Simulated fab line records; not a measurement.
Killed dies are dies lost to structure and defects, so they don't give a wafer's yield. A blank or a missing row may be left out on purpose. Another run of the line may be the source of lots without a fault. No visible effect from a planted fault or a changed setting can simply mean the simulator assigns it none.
Which tool was responsible?    flow nand_harc    13 lots, 39 wafers sampled, at 4 steps of a route of 1159

WHAT THE GAUGES SHOWED, per wafer
NHARC_A_M1_CD_MEAS_09 targets a cd of 120 nm.
lot   measured      on         cd_nm (nm)
L651  day 23 13:21  cd_sem-02  119.7 119.7 120.2
L658  day 23 14:16  cd_sem-02  120.6 120.3 120.3
L656  day 23 20:55  cd_sem-03  120.1 120.0 119.8
L657  day 24 01:28  cd_sem-02  119.6 119.7 119.8
L660  day 24 01:49  cd_sem-03  119.5 121.0 120.6
L659  day 24 02:56  cd_sem-02  120.1 120.5 120.0
L663  day 24 07:30  cd_sem-01  119.2 119.3 119.3
L667  day 25 10:02  cd_sem-02  119.6 119.5 119.8
L671  day 25 14:19  cd_sem-01  120.1 119.6 119.7
L670  day 25 15:49  cd_sem-03  124.3 121.7 125.8
L662  day 26 05:43  cd_sem-01  119.3 119.5 119.7
L673  day 26 16:23  cd_sem-01  120.3 120.4 121.6
L672  day 26 17:38  cd_sem-02  120.0 120.6 119.8

NHARC_A_M1_OVL_MEAS_10: pitch 240 nm.
lot   measured      on          overlay_x_nm (nm)  overlay_y_nm (nm)
L651  day 23 13:26  overlay-01  1.2 1.1 0.4        0.9 0.7 0.4
L658  day 23 14:21  overlay-01  -0.4 0.6 0.3       0.7 1.2 0.9
L656  day 23 21:00  overlay-02  0.3 0.5 0.3        0.0 0.3 -0.1
L657  day 24 01:34  overlay-02  0.1 -0.1 -0.3      1.6 1.6 1.6
L660  day 24 01:54  overlay-01  0.6 -0.4 -0.2      1.4 1.5 1.6
L659  day 24 03:02  overlay-02  -0.1 0.4 0.0       1.1 0.8 0.8
L663  day 24 07:35  overlay-01  0.7 0.6 0.3        0.8 0.6 0.5
L667  day 25 10:08  overlay-01  0.0 0.1 0.3        -0.1 -0.2 -0.2
L671  day 25 14:25  overlay-02  0.1 0.5 0.6        0.8 0.8 1.0
L670  day 25 15:55  overlay-01  0.5 1.1 0.7        -0.4 -0.1 0.0
L662  day 26 05:49  overlay-02  -1.7 -0.8 -1.1     0.5 0.5 0.2
L673  day 26 16:28  overlay-02  0.4 0.8 0.4        0.5 -0.2 -0.1
L672  day 26 17:44  overlay-01  0.0 -0.1 -0.5      0.0 -0.2 -0.7

EACH LOT AND THE TOOL THAT RAN IT (in order: tool; ch and the chambers of the sampled wafers; start)
lot   NHARC_A_M0_DEP_32                NHARC_A_M1_EXPOSE_06
L651  pecvd-02 ch 1,2, day 23 12:08    arfi_scanner-01 ch 0, day 23 13:13
L658  pecvd-02 ch 0,1,2, day 23 13:00  arfi_scanner-03 ch 0, day 23 14:07
L656  pecvd-01 ch 0,1,2, day 23 19:52  arfi_scanner-03 ch 0, day 23 20:47
L657  pecvd-01 ch 0,1, day 24 00:13    arfi_scanner-02 ch 0, day 24 01:20
L660  pecvd-03 ch 0,1,2, day 24 00:39  arfi_scanner-02 ch 0, day 24 01:40
L659  pecvd-03 ch 0,1,2, day 24 01:52  arfi_scanner-02 ch 0, day 24 02:48
L663  pecvd-02 ch 0,1,2, day 24 06:16  arfi_scanner-03 ch 0, day 24 07:22
L667  pecvd-02 ch 0,1,2, day 25 08:29  arfi_scanner-03 ch 0, day 25 09:55
L671  pecvd-01 ch 0,2, day 25 13:05    arfi_scanner-02 ch 0, day 25 14:11
L670  pecvd-03 ch 1,2, day 25 14:28    arfi_scanner-03 ch 0, day 25 15:41
L662  pecvd-03 ch 0,1, day 26 04:36    arfi_scanner-02 ch 0, day 26 05:35
L673  pecvd-01 ch 0,1, day 26 15:18    arfi_scanner-02 ch 0, day 26 16:14
L672  pecvd-01 ch 0,1,2, day 26 16:26  arfi_scanner-01 ch 0, day 26 17:30
- NHARC_A_M0_DEP_32: deposits SiCN, target thk 30 nm.
- NHARC_A_M1_EXPOSE_06: exposes mask A M1, target cd 120 nm.

AS READ BY THE TOOLS THEMSELVES (means over the sampled wafers that have a number; for cases with no such wafer, the mark the record gives instead)
NHARC_A_M0_DEP_32.
lot   tool      heater_power_outer_w (W)  heater_power_w (W)
L651  pecvd-02  352                       567
L658  pecvd-02  328                       535
L656  pecvd-01  343                       587
L657  pecvd-01  281                       509
L660  pecvd-03  345                       644
L659  pecvd-03  336                       643
L663  pecvd-02  346                       558
L667  pecvd-02  331                       555
L671  pecvd-01  331                       576
L670  pecvd-03  329                       625
L662  pecvd-03  386                       704
L673  pecvd-01  317                       533
L672  pecvd-01  362                       599

NHARC_A_M1_EXPOSE_06.
lot   tool             exposure_dose_mJ_cm2  stage_vel_mm_s (mm/s)
L651  arfi_scanner-01  75.19                 500.12
L658  arfi_scanner-03  75.11                 500.15
L656  arfi_scanner-03  75.18                 499.81
L657  arfi_scanner-02  75.14                 499.82
L660  arfi_scanner-02  75.25                 499.85
L659  arfi_scanner-02  75.17                 500.22
L663  arfi_scanner-03  75.18                 499.95
L667  arfi_scanner-03  75.12                 499.87
L671  arfi_scanner-02  75.11                 499.89
L670  arfi_scanner-03  74.15                 499.89
L662  arfi_scanner-02  75.18                 499.97
L673  arfi_scanner-02  75.21                 499.80
L672  arfi_scanner-01  75.13                 500.08

THE ANSWER, worked out from the rows above alone
Rule: what is usual is taken from the lots themselves. The widest of any qualifying gaps counts: lots, ordered by their means at a reading, are off when they make up no more than a third of the lots, leave a main group of 4 or more, and stand apart from it by 3 or more times the standard deviation of that group's means. If all means in a main group match to the digits the tables above print for the reading, that group is not used. A lot without any number at a reading at which 4 lots or more have one is off too. The other lots that the step has rows for count as sound. After the gauges, taken in route order, come the tools' own readings; for these a lot's mean is taken, as printed above. At the first step where some lot is off, the reading lying furthest off is the one used; lots without a number count as furthest.
Off at NHARC_A_M1_CD_MEAS_09 (cd_nm): L670. The main group: mean 120.0 nm, standard deviation 0.41.
A tool fits if, at a process step before that reading, it ran every lot that is off, and no sound lot after the first of them. The gauges at NHARC_A_M1_CD_MEAS_09 aren't tried: what is off there is off at NHARC_A_M1_EXPOSE_06 too, on other tools, and a gauge's error can't cause that. One candidate fits, namely arfi_scanner-03 at NHARC_A_M1_EXPOSE_06. Its last sound lot is L667 (day 25 09:55), its first lot that is off L670 (day 25 15:41): a fault that began between those two fits.
On the lots that are off, the tool's own readings at NHARC_A_M1_EXPOSE_06 differ by more than 5 times the standard deviation of the sound lots' means, which bears it out; exposure_dose_mJ_cm2 reads 74.15 there versus 75.16 on the sound lots.

WHAT HAD BEEN PUT IN BY THE SIMULATOR
Process parameters drifting: arfi_scanner-03 at NHARC_A_M1_EXPOSE_06, beginning at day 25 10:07. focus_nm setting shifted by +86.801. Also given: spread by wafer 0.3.
Lots struck among those shown: L670. The same result came from the rule above.
